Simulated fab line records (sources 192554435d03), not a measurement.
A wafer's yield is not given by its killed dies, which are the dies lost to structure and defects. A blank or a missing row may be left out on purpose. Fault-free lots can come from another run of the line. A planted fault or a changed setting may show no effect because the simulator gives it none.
Chamber matching    flow n5 finfet    3 sister chambers for N5_MOL_CONTACT_COAG_ETCH_47 on rie diel-05
The step etches SiNx in CH3F/O2, stops on W, target depth 27 nm. 14 wafers are shown with their chamber, then 5 later ones without.

EACH WAFER AND ITS CHAMBER
wafer   chamber  throttle valve pct (%)  drypump motor current A (A)  oes_f_703_au (a.u.)
L077.1  0        15.85                   6.2                          0.94
L077.4  1        16.82                   5.8                          0.76
L077.6  0        15.87                   6.2                          0.94
L078.1  1        16.82                   5.8                          0.77
L078.3  3        16.03                   5.8                          0.75
L078.6  0        15.88                   6.2                          0.94
L080.3  3        16.04                   5.8                          0.74
L080.4  1        16.83                   5.8                          0.76
L080.5  3        16.04                   5.8                          0.74
L081.1  1        16.82                   5.8                          0.76
L081.5  3        16.04                   5.8                          0.74
L081.6  0        15.89                   6.2                          0.92
L082.1  3        16.06                   5.8                          0.73
L082.5  3        16.05                   5.9                          0.74

SIGNATURES (averages over the wafers above)
reading                  chamber 0  chamber 1  chamber 3  scatter within a chamber
throttle valve pct       15.8725    16.8225    16.0433    0.0116
drypump motor current A  6.200      5.800      5.817      0.0275
oes_f_703_au             0.9350     0.7625     0.7400     0.00723
Rule: for each reading, subtract the chamber's mean from the wafer's reading, divide by that reading's scatter and square the result; add these up over the readings and take the root, which gives the wafer's distance from the chamber. The wafer belongs to the nearest chamber; if the next one is less than 2 further off, it can't be placed. The scatter: the root of (the sum of the squares of (reading less its chamber's mean) over the shown wafers, divided by (wafers less chambers)).

WAFERS WITH NO CHAMBER GIVEN
wafer   throttle valve pct (%)  drypump motor current A (A)  oes_f_703_au (a.u.)
L092.1  15.93                   6.2                          0.87
L092.4  16.89                   5.8                          0.74
L092.6  15.92                   6.2                          0.87
L093.3  16.09                   5.8                          0.71
L093.5  16.88                   5.8                          0.74

WHICH CHAMBER EACH WENT THROUGH
wafer   from the rows above  in truth
L092.1  0                    0
L092.4  1                    1
L092.6  0                    0
L093.3  3                    3
L093.5  1                    1
Correctly placed: 5 of 5. Left unplaced by these rows: 0. Placed wrongly: 0.
